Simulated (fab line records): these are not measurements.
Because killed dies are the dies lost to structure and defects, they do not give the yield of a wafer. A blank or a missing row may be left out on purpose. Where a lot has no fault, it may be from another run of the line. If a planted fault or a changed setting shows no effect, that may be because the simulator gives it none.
A struck lot beside a sound one || flow n5-finfet || 18 steps out of a route of 1938
Sound: the wafers L291.1, L291.5, L291.6. The struck wafers were L303.1, L303.2, L303.5. Last of all comes the cause.
Order at every step that has rows: each side's tool, ch and its chambers, its first start. Under that, the readings that differ: sound wafers || struck wafers || difference of the means || sigmas: that difference in standard deviations of wafers without a fault.
alike: readings whose means differ by less than 2 such deviations, and words and numbers that are the same on both sides. not compared: withheld readings, readings that some wafer has no value for, bounds like >300 that may hide the same value, and numbers for which the record gives no deviation and whose values overlap.
The two part at a step that has a row with sigmas, a row that says differs or no value, or rows on one side only. When numbers do not overlap yet have no deviation, they are printed without sigmas and do not part them. A reading that every wafer of one side lacks parts them only if that side has two wafers or more.

N5_PASSIVATION_STRIP_14: strips in O2.
  sound on rie-diel-02 ch 1,3, day 13 04:01; struck on rie-diel-01 ch 0,1, day 16 22:19
  alike: drypump-motor-current-A, oes-product-au, rf-vpp-V, showerhead-plenum-p-Torr, throttle-valve-pct
  not compared: rf-hours-counter-h
N5_PASSIVATION_ETCH_15: etches SiCN in CF4/N2, target depth 75 nm, time 81.2 s.
  sound on rie-diel-02 ch 1,3; struck on rie-diel-01 ch 0,1
  alike: drypump-motor-current-A, oes-product-au, rf-vpp-V, showerhead-plenum-p-Torr, throttle-valve-pct
  not compared: rf-hours-counter-h
then, 2 steps without rows for these wafers: N5_PASSIVATION_STRIP_73 (strips in post etch residue remover, time 60 s); N5_PASSIVATION_SRD_17 (time 30 s, dry time 30 s).
N5_PASSIVATION_DEGAS_18: time 60 s.
  sound: pvd-sputter-03 at day 13 04:48; struck: pvd-sputter-03 at day 16 22:52
  alike: heater-power-w
N5_PASSIVATION_PRE_CLEAN_19:
  sound: pvd-sputter-03 at day 13 04:50; struck: pvd-sputter-03 at day 16 22:55
  alike: heater-power-w
then, 1 step without rows for these wafers: N5_PASSIVATION_SPUTTER_20 (material TaN, target thk 50 nm).
N5_PASSIVATION_AL_DEP_21: deposits Al, target thk 2800 nm, time 170 s.
  sound: pvd-sputter-03 at day 13 04:59; struck: pvd-sputter-03 at day 16 23:03
  alike: throttle-valve-pct
then, 4 steps without rows for these wafers: N5_PASSIVATION_HMDS_23 (time 60 s); N5_PASSIVATION_COAT_24; N5_PASSIVATION_EBR_26; N5_PASSIVATION_SOFTBAKE_25 (time 90 s).
N5_PASSIVATION_EXPOSE_27: exposes mask PAD, defocus 0 nm.
  sound on krf-scanner-01 ch 0, day 13 05:17; struck on krf-scanner-02 ch 0, day 16 23:20
{"reading": "exposure-dose-mJ-cm2", "sound": "32.25 32.25 32.27", "struck": "29.29 29.33 29.24", "difference": -2.97, "sigmas": -78}
  alike: mask
then, 3 steps without rows for these wafers: N5_PASSIVATION_PEB_28; N5_PASSIVATION_DEVELOP_29 (develop time 60 s); N5_PASSIVATION_HARDBAKE_31 (time 120 s).
N5_PASSIVATION_CD_MEAS_30 targets a cd of 4000 nm.
  sound on cd-sem-03 ch 0, day 13 05:27; struck on cd-sem-01 ch 0, day 16 23:31
{"reading": "cd-nm (nm)", "sound": "4001.8 4001.6 4001.9", "struck": "3982.0 3982.1 3982.7", "difference": -19.5, "sigmas": -10}
N5_PASSIVATION_OVL_MEAS_63:
  sound on overlay-01 ch 0, day 13 05:29; struck on overlay-02 ch 0, day 16 23:33
  alike: PAD_OVL

WHERE THEY PART
First at N5_PASSIVATION_EXPOSE_27; last, within this record, at N5_PASSIVATION_CD_MEAS_30. Later steps at which nothing parts them and some readings are alike: N5_PASSIVATION_OVL_MEAS_63.

WHY: the cause the simulator had injected
Process parameters drifting: krf-scanner-02 at N5_PASSIVATION_EXPOSE_27, beginning at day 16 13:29. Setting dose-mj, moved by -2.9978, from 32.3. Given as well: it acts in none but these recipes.
